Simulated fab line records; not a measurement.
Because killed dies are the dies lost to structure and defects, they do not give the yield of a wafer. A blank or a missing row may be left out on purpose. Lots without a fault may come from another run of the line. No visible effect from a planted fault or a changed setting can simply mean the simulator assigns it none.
Split-lot study + flow n5_finfet + route with 1938 steps; 7 lots, 21 wafers read

## ON THE SPLIT
At N5_FIN_CUT_COAT_19 (time 60 s, resist thk 20 nm), the setting spin_rpm was moved away from the recipe's 1500 rpm on 5 of the 21 wafers read, by -9.7% to +10.0%. All remaining wafers had this setting at the recipe value.

## FROM THE SPLIT TO THE READING: what the file shows between them, 5 steps
- N5_FIN_CUT_COAT_29: time 60 s, resist thk 10 nm
- N5_FIN_CUT_COAT_02: resist thk 30 nm
- N5_FIN_CUT_DESCUM_13: chemistry O2, time 7 s
- N5_FIN_CUT_ETCH_30: etches underlayer in N2/H2, target depth 13 nm, time 10.4 s
- N5_FIN_CUT_ETCH_20: etches SiARC in CF4, target depth 26 nm, time 43.3 s

## THE READING
SiARC_of_FIN_CUT_COAT_19.thk_nm (the simulator's own value, which no gauge read), in nm, at N5_FIN_CUT_ETCH_21 (etches SOC in N2/H2, target depth 219 nm, overetch 43.8 nm, time 523.5 s). There is no usual value for it anywhere in the file. Average 11.9 nm, standard deviation 0.14 nm, over the 16 wafers here run with the recipe.

| wafer  | tool, chamber at the split | spin_rpm as run, rpm | against the recipe | SiARC_of_FIN_CUT_COAT_19.thk_nm, nm | against lot-mates on the recipe |
|--------|----------------------------|----------------------|--------------------|-------------------------------------|---------------------------------|
| L075.1 | litho_track-04, 0          | 1500                 | recipe             | 12                                  | -                               |
| L075.5 | litho_track-04, 0          | 1500                 | recipe             | 12                                  | -                               |
| L075.3 | litho_track-04, 0          | 1605                 | +7.0%              | 11.4                                | -0.6                            |
| L076.1 | litho_track-04, 0          | 1500                 | recipe             | 11.6                                | -                               |
| L076.2 | litho_track-04, 0          | 1500                 | recipe             | 12                                  | -                               |
| L076.4 | litho_track-04, 0          | 1500                 | recipe             | 12.2                                | -                               |
| L079.1 | litho_track-01, 0          | 1391                 | -7.3%              | 12.8                                | +0.8                            |
| L079.2 | litho_track-01, 0          | 1391                 | -7.3%              | 13                                  | +1.0                            |
| L079.4 | litho_track-01, 0          | 1500                 | recipe             | 12                                  | -                               |
| L084.4 | litho_track-01, 0          | 1354                 | -9.7%              | 13                                  | +1.1                            |
| L084.5 | litho_track-01, 0          | 1500                 | recipe             | 12                                  | -                               |
| L084.6 | litho_track-01, 0          | 1500                 | recipe             | 11.8                                | -                               |
| L088.1 | litho_track-01, 0          | 1500                 | recipe             | 11.8                                | -                               |
| L088.2 | litho_track-01, 0          | 1500                 | recipe             | 12                                  | -                               |
| L088.4 | litho_track-01, 0          | 1500                 | recipe             | 12                                  | -                               |
| L094.1 | litho_track-05, 0          | 1650                 | +10.0%             | 10.8                                | -1.0                            |
| L094.5 | litho_track-05, 0          | 1500                 | recipe             | 11.8                                | -                               |
| L094.6 | litho_track-05, 0          | 1500                 | recipe             | 11.8                                | -                               |
| L096.1 | litho_track-01, 0          | 1500                 | recipe             | 12                                  | -                               |
| L096.4 | litho_track-01, 0          | 1500                 | recipe             | 12                                  | -                               |
| L096.6 | litho_track-01, 0          | 1500                 | recipe             | 12                                  | -                               |

FIT RESULTS
A straight line over all 21 wafers: SiARC_of_FIN_CUT_COAT_19.thk_nm changes by -0.112 nm for each +1% of spin_rpm; r = -0.96; the points scatter about the line by 0.15 nm.
The same after taking each lot's own level away (the mean of its wafers on the recipe; 21 wafers): -0.108 nm for each +1%; r = -0.96; scatter 0.13 nm.
Per that fit: largest spin_rpm move, reading shift of 1.1 nm.
The span of the lots' own levels, 11.80 to 12.00 nm, comes to 1.5 times the standard deviation stated above.
The two slopes agree, so the slope changes little with the lot-to-lot level.
Check: for one of the wafers moved furthest among these (+10.0%), held out of the fit, the line's prediction against its lot-mates is -1.09 nm. It came out at -1 nm against them.

## OTHER SPLITS APPLIED TO THESE WAFERS
These wafers also went through other splits before the reading. Each is held against what the fit with the lots' levels taken away leaves over:
| other split on the same wafers        | wafers away from the commonest value | r with SiARC_of_FIN_CUT_COAT_19.thk_nm (lot level and that fit taken away) |
|---------------------------------------|--------------------------------------|----------------------------------------------------------------------------|
| N5_ZERO_LAYER_EXPOSE_08 dose_mj       | 5                                    | -0.01                                                                      |
| N5_WELL_APT_COAT_02 spin_rpm          | 9                                    | -0.01                                                                      |
| N5_WELL_APT_EXPOSE_22 dose_mj         | 5                                    | -0.01                                                                      |
| N5_WELL_APT_DEVELOP_24 develop_time_s | 2                                    | -0.09                                                                      |
| N5_FIN_SAQP_EXPOSE_13 dose_mj         | 8                                    | +0.07                                                                      |

## THE WHOLE CHAIN: every reading that the file lists as answering this split, in the file's order
| step               | what it does                                                             | reading                                                                          | change (the file's fit)               | r (the file's) |
|--------------------|--------------------------------------------------------------------------|----------------------------------------------------------------------------------|---------------------------------------|----------------|
| N5_FIN_CUT_COAT_19 | time 60 s, resist thk 20 nm                                              | SiARC_of_FIN_CUT_COAT_19.thk_nm (the simulator's own value, which no gauge read) | -0.103 nm for each +1% of the setting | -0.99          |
| N5_FIN_CUT_ETCH_20 | etches SiARC in CF4, target depth 26 nm, time 43.3 s                     | etch.depth_nm (the simulator's own value, which no gauge read)                   | -0.101 nm for each +1% of the setting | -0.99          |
| N5_FIN_CUT_ETCH_21 | etches SOC in N2/H2, target depth 219 nm, overetch 43.8 nm, time 523.5 s | SiARC_of_FIN_CUT_COAT_19.thk_nm (the simulator's own value, which no gauge read) | -0.106 nm for each +1% of the setting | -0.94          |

## THE FILE'S OWN FIT
SiARC_of_FIN_CUT_COAT_19.thk_nm changes by -0.106 nm for each +1% of spin_rpm, r = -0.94.
